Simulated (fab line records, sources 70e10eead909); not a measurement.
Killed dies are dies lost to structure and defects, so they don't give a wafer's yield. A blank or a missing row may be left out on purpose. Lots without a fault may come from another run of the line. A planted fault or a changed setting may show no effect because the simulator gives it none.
Chamber matching | flow nand_harc | NHARC_A_CONTACT_DESCUM_47 on rie_diel-08: 4 sister chambers
The step chemistry O2, time 3 s. 16 wafers are shown with their chamber, then 8 later ones without.

WAFERS WITH THEIR CHAMBER
wafer  | chamber | drypump_motor_current_A (A) | showerhead_plenum_p_Torr (Torr) | oes_product_au (a.u.)
L296.1 | 0       | 5.6                         | 1.85                            | 1.006
L296.3 | 3       | 6.5                         | 1.89                            | 0.996
L296.6 | 0       | 5.6                         | 1.85                            | 1.003
L295.2 | 3       | 6.4                         | 1.89                            | 1.000
L295.3 | 1       | 6.6                         | 1.88                            | 0.985
L295.6 | 2       | 5.7                         | 1.85                            | 0.973
L299.1 | 3       | 6.5                         | 1.89                            | 0.988
L299.4 | 2       | 5.7                         | 1.85                            | 0.980
L299.6 | 0       | 5.6                         | 1.85                            | 1.002
L301.1 | 0       | 5.6                         | 1.85                            | 0.988
L301.4 | 3       | 6.5                         | 1.88                            | 0.989
L301.5 | 0       | 5.6                         | 1.85                            | 0.989
L302.1 | 3       | 6.5                         | 1.88                            | 1.002
L302.3 | 1       | 6.6                         | 1.88                            | 0.987
L302.6 | 2       | 5.7                         | 1.85                            | 0.977
L307.1 | 1       | 6.7                         | 1.88                            | 0.993

SIGNATURES (means of the wafers above)
reading                  | chamber 0 | chamber 1 | chamber 2 | chamber 3 | scatter within a chamber
drypump_motor_current_A  | 5.600     | 6.633     | 5.700     | 6.480     | 0.035
showerhead_plenum_p_Torr | 1.8500    | 1.8800    | 1.8500    | 1.8860    | 0.00316
oes_product_au           | 0.99760   | 0.98833   | 0.97667   | 0.99500   | 0.00648
Rule: a wafer's distance from a chamber is the root of the sum, over the readings, of the square of ((its reading less the chamber's mean) divided by the reading's scatter). The wafer belongs to the nearest chamber; if the next one is less than 2 further off, it can't be placed. The scatter: the root of (the sum of the squares of (reading less its chamber's mean) over the shown wafers, divided by (wafers less chambers)).

WAFERS WITHOUT THEIR CHAMBER
wafer  | drypump_motor_current_A (A) | showerhead_plenum_p_Torr (Torr) | oes_product_au (a.u.)
L307.2 | 6.4                         | 1.88                            | 1.003
L307.4 | 5.7                         | 1.84                            | 0.987
L311.1 | 6.5                         | 1.88                            | 1.005
L311.4 | 5.7                         | 1.84                            | 0.994
L311.6 | 5.6                         | 1.85                            | 1.006
L315.1 | 6.5                         | 1.88                            | 1.001
L315.2 | 6.6                         | 1.87                            | 0.989
L315.4 | 5.7                         | 1.84                            | 0.969

WHICH CHAMBER EACH WENT THROUGH
wafer  | from the rows above     | in truth
L307.2 | 3                       | 3
L307.4 | can't be placed: 2 or 0 | 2
L311.1 | 3                       | 3
L311.4 | can't be placed: 2 or 0 | 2
L311.6 | 0                       | 0
L315.1 | 3                       | 3
L315.2 | 1                       | 1
L315.4 | 2                       | 2
Placed correctly: 6 of 8. Can't be placed from these rows: 2 (the true chamber is among the candidates in 2). Placed wrongly: 0.
